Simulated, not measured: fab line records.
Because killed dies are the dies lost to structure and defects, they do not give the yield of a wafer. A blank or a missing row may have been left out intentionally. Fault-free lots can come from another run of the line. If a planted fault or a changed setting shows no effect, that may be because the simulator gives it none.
Problem report, 8D (eight disciplines) form, completed by code :: flow nandHarc :: the parts of the form that need people (team, actions taken, sign-off) are left out

## 1. PROBLEM STATEMENT
bowNm at NHARC_A_CHANNEL_HOLE_D2_XSEM_32 reads a mean of 16.4 nm on 9 wafers of 3 lots; wafers without a fault read 8.7 nm with a standard deviation of 0.32. Measured from the usual mean, that is +24 standard deviations.
The first sign was on wafer L470.1 at day 19 11:49, on xsem-02. Wafers with a number at this step in the record: 33, from 11 lots. Rule for "out" (also "out of limits"): further than 4 standard deviations from the usual mean. All remaining wafers that have a number are taken as sound.

## 2. WHAT IT IS AND WHAT IT IS NOT
question: which readings at this step
is: bowNm
is not: botCdNm, tiltDeg

question: which lots
is: L470, L473, L475
is not: L459, L460, L462, L465, L466, L468, L469, L479

question: which wafers of those lots
is: all that have a number
is not: -

question: read on which tools
is: xsem-01, xsem-02
is not: -

question: when
is: from day 19 11:49
is not: up to then (21 sound wafers); but 3 sound wafers of L479 came after

## 3. THE SUSPECTS, EACH WITH WHAT RULES IT OUT
Counting: a tool at a process step up to the reading stays a suspect if it ran every lot that is out and no sound lot after the first of them.
- harEtch-01 at NHARC_A_CHANNEL_HOLE_D2_ETCH_22 (etches the open film in C4F8/O2/Ar, time 666.7 s, target depth 1600 nm): kept. It processed each lot that is out, first L470 at day 19 07:01, and no sound lot thereafter; up to then, the last sound lot it processed was L469 at day 19 03:02.
- harEtch-01 at NHARC_A_CHANNEL_HOLE_D2_ETCH_25 (etches the open film in C4F8/O2/Ar, time 1040.2 s, target depth 1500 nm): kept. It processed each lot that is out, first L470 at day 19 09:04, and no sound lot thereafter; up to then, the last sound lot it processed was L469 at day 19 05:11.
After counting, harEtch-01 at NHARC_A_CHANNEL_HOLE_D2_ETCH_22 and harEtch-01 at NHARC_A_CHANNEL_HOLE_D2_ETCH_25 remain.

## 4. THE CAUSE (what the simulator had put in)
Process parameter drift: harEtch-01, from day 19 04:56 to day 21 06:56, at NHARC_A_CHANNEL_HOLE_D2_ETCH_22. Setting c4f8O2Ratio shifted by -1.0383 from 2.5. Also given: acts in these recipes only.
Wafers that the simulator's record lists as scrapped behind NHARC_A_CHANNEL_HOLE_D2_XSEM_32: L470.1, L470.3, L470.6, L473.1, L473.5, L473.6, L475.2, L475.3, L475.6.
This tool is one of the 2 suspects left after counting.

## 5. THE EFFECT CHAIN, in route order
Rows list readings where the struck wafers' mean (over those with a number) sits beyond 3 standard deviations from the usual. Scope: only readings with a usual standard deviation given in the record; hours: median across lots of the time from each lot's start at the first step in this table that gives one to its start at this step; sigmas: change in usual standard deviations.
hours: 0
step: NHARC_A_CHANNEL_HOLE_D2_XSEM_32
reading: bowNm
usual: 8.7 nm
on struck wafers: 16.4
change: +7.7
sigmas: +24
Process steps it contains:
- NHARC_A_CHANNEL_HOLE_D2_XSEM_32

## 6. HOW IT WOULD HAVE BEEN CAUGHT EARLIER
7 hours passed between the start of the fault at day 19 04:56 and the first reading out of limits in this record, taken at day 19 11:49.
Of the tool readings at NHARC_A_CHANNEL_HOLE_D2_ETCH_22 for which the record gives a usual standard deviation, none was out on any struck wafer, so an alarm limit of 4 standard deviations on them would not have fired.
Of the lots that are out (3), L473, L475 began NHARC_A_CHANNEL_HOLE_D2_ETCH_22 on harEtch-01 after day 19 11:49. A hold on the tool at that time would have spared those 2.
